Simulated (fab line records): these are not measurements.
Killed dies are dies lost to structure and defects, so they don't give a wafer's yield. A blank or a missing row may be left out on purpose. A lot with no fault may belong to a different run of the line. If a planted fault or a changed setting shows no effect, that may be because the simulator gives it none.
Which tool was responsible? -- flow n5Finfet -- 14 lots with 39 wafers sampled at 4 steps, on a route of 1938 steps

WHAT THE GAUGES READ, wafer by wafer
N5_BEOL_M6_CD_MEAS_28 targets a cd of 40 nm.
lot,measured,on,cdNm (nm)
L953,day 10 02:04,cdSem-01,39.98 40.01 40.13
L955,day 10 10:52,cdSem-01,39.80 40.61 40.28
L957,day 10 11:06,cdSem-02,40.31 39.87 39.97
L958,day 10 16:59,cdSem-01,40.14 40.46 40.12
L959,day 10 19:09,cdSem-01,40.00 40.01 40.07
L961,day 11 13:58,cdSem-02,39.60 40.18 40.03
L962,day 12 05:24,cdSem-01,40.33 39.98 39.94
L964,day 12 10:14,cdSem-01,39.83 40.02
L963,day 12 17:42,cdSem-01,39.73 40.71 40.58
L965,day 12 17:28,cdSem-01,39.97 39.72 39.94
L966,day 12 21:46,cdSem-01,40.21 40.32
L970,day 14 05:34,cdSem-01,40.05 40.19 40.27
L972,day 14 22:05,cdSem-02,39.79 40.10 39.87
L975,day 16 00:48,cdSem-03,40.36 40.20

N5_BEOL_M6_INSPECT_30: inspects for defects (brightfield).
lot,measured,on,rawDefectCount
L953,day 10 02:09,defectInspect-01,421 554 597
L955,day 10 10:57,defectInspect-02,469 405 399
L957,day 10 11:13,defectInspect-02,392 352 405
L958,day 10 17:05,defectInspect-01,346 301 313
L959,day 10 19:17,defectInspect-02,318 356 414
L961,day 11 14:05,defectInspect-02,386 368 628
L962,day 12 05:32,defectInspect-02,335 327 475
L964,day 12 10:19,defectInspect-01,393 459
L963,day 12 17:47,defectInspect-02,524 525 474
L965,day 12 17:34,defectInspect-02,495 571 577
L966,day 12 21:50,defectInspect-01,390 525
L970,day 14 05:38,defectInspect-02,272 395 324
L972,day 14 22:10,defectInspect-01,443 518 391
L975,day 16 00:53,defectInspect-02,296 417

TOOL THAT RAN EACH LOT (tool first, then ch and the chambers of the sampled wafers, then the start)
lot,N5_BEOL_M6_CURE_74,N5_BEOL_M6_COAT_71
L953,"uvCure-03 ch 1, day 9 17:18","lithoTrack-03 ch 0, day 10 01:44"
L955,"uvCure-01 ch 2, day 10 07:33","lithoTrack-02 ch 0, day 10 10:36"
L957,"uvCure-03 ch 2, day 10 07:58","lithoTrack-04 ch 0, day 10 10:50"
L958,"uvCure-02 ch 1, day 10 13:02","lithoTrack-04 ch 0, day 10 16:32"
L959,"uvCure-02 ch 2, day 10 15:17","lithoTrack-03 ch 0, day 10 18:53"
L961,"uvCure-02 ch 0, day 11 08:10","lithoTrack-03 ch 0, day 11 13:41"
L962,"uvCure-03 ch 2, day 12 02:00","lithoTrack-02 ch 0, day 12 05:01"
L964,"uvCure-01 ch 2, day 12 07:48","lithoTrack-04 ch 0, day 12 09:50"
L963,"uvCure-02 ch 2, day 12 11:43","lithoTrack-04 ch 0, day 12 17:26"
L965,"uvCure-02 ch 2, day 12 13:39","lithoTrack-03 ch 0, day 12 17:05"
L966,"uvCure-02 ch 1, day 12 19:31","lithoTrack-03 ch 0, day 12 21:29"
L970,"uvCure-02 ch 2, day 13 23:46","lithoTrack-03 ch 0, day 14 04:59"
L972,"uvCure-01 ch 1, day 14 18:57","lithoTrack-03 ch 0, day 14 21:49"
L975,"uvCure-01 ch 2, day 15 19:01","lithoTrack-02 ch 0, day 16 00:31"
- N5_BEOL_M6_CURE_74: cures SiCOH lowk, time 240 s.
- N5_BEOL_M6_COAT_71: time 60 s, resist thk 5 nm.

WHAT THE TOOLS THEMSELVES READ (means of the sampled wafers that have a number; where no wafer has one, the mark that the record gives instead)
N5_BEOL_M6_CURE_74.
lot,tool,lampPowerPct (%),wafer_temp_C_max
L953,uvCure-03,52.27,387.1
L955,uvCure-01,52.30,386.0
L957,uvCure-03,52.37,387.3
L958,uvCure-02,52.28,387.6
L959,uvCure-02,52.31,386.6
L961,uvCure-02,52.33,386.7
L962,uvCure-03,52.29,387.8
L964,uvCure-01,52.28,385.8
L963,uvCure-02,52.35,387.0
L965,uvCure-02,52.30,387.1
L966,uvCure-02,52.33,387.7
L970,uvCure-02,52.30,386.6
L972,uvCure-01,52.30,386.7
L975,uvCure-01,52.35,386.2

N5_BEOL_M6_COAT_71.
lot,tool,spinSpeedRpm (rpm)
L953,lithoTrack-03,1499.9
L955,lithoTrack-02,1498.4
L957,lithoTrack-04,1499.2
L958,lithoTrack-04,1499.7
L959,lithoTrack-03,1501.0
L961,lithoTrack-03,1500.7
L962,lithoTrack-02,1499.2
L964,lithoTrack-04,1499.5
L963,lithoTrack-04,1500.5
L965,lithoTrack-03,1501.8
L966,lithoTrack-03,1500.1
L970,lithoTrack-03,1416.3
L972,lithoTrack-03,1417.2
L975,lithoTrack-02,1499.2

THE ANSWER, worked out from the rows above alone
Rule: what is usual is taken from the lots themselves. Put in order of their means at a reading, lots are off if they are a third of the lots or fewer, leave a main group of 4 or more, and stand apart from it by a gap of 3 or more times the standard deviation of the main group's means; of several such gaps the widest counts. A main group is skipped when, at the precision printed for the reading in the tables above, its means are all equal. A lot without any number at a reading at which 4 lots or more have one is off too. Any other lot the step has rows for is counted as sound. First the gauges in route order, then the tools' own readings, where a lot's mean is used as printed above. At the first step where some lot is off, the reading lying furthest off is the one used; lots without a number count as furthest.
Off at N5_BEOL_M6_COAT_71 (spinSpeedRpm): L970, L972. For the main group the mean is 1499.9 rpm and the standard deviation 0.9.
A tool fits if, at that step or a process step before it, it ran every lot that is off, and no sound lot after the first of them. One fits: lithoTrack-03 at N5_BEOL_M6_COAT_71. A fault onset in the window from L966 (day 12 21:29, its last sound lot) to L970 (day 14 04:59, its first lot off) fits.
On the lots that are off, the tool's own readings at N5_BEOL_M6_COAT_71 differ by more than 5 times the standard deviation of the sound lots' means, which bears it out; spinSpeedRpm reads 1416.8 rpm there versus 1499.9 rpm on the sound lots.

WHAT THE SIMULATOR PUT IN
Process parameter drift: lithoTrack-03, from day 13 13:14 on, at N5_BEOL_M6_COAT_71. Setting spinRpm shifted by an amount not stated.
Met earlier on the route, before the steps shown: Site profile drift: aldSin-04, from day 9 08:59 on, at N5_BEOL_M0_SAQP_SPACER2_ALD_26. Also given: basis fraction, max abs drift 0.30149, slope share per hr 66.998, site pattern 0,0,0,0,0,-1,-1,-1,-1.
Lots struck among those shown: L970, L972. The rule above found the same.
